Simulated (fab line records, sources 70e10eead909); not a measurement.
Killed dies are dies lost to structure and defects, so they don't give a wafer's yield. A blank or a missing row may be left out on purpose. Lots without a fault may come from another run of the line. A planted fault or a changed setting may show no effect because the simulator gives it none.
Chamber matching | flow nand_harc | NHARC_A_SLIT_DEP_25 on pecvd-01: 3 sister chambers
The step deposits SiO2, target thk 200 nm. 3 wafers are shown with their chamber, then 7 later ones without.

WAFERS WITH THEIR CHAMBER
wafer  | chamber | heater_power_w (W)
L856.5 | 0       | 553
L857.3 | 2       | 579
L857.4 | 1       | 731

WAFERS WITHOUT THEIR CHAMBER
wafer  | heater_power_w (W)
L857.5 | 586
L863.1 | 527
L863.2 | 606
L863.5 | 636
L865.1 | 493
L865.2 | 689
L865.6 | 694

WHICH CHAMBER EACH WENT THROUGH
wafer  | from the rows above          | in truth
L857.5 | can't be placed: 2 or 0      | 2
L863.1 | can't be placed: 0 or 2      | 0
L863.2 | can't be placed: 2 or 0      | 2
L863.5 | can't be placed: 2 or 0 or 1 | 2
L865.1 | can't be placed: 0 or 2      | 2
L865.2 | can't be placed: 1 or 2      | 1
L865.6 | can't be placed: 1 or 2      | 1
Placed correctly: 0 of 7. Can't be placed from these rows: 7 (the true chamber is among the candidates in 7). Placed wrongly: 0.
How it was worked out, from the rows above alone: a wafer's distance from a chamber is the root of the sum, over the readings, of the square of ((its reading less the chamber's mean) divided by the reading's scatter). The wafer belongs to the nearest chamber; if the next one is less than 2 further off, it can't be placed. A chamber's mean is the mean of its shown wafers. The scatter: with one shown wafer a chamber, the root of the mean of the squares of how far each hidden wafer lies from its nearest shown one.
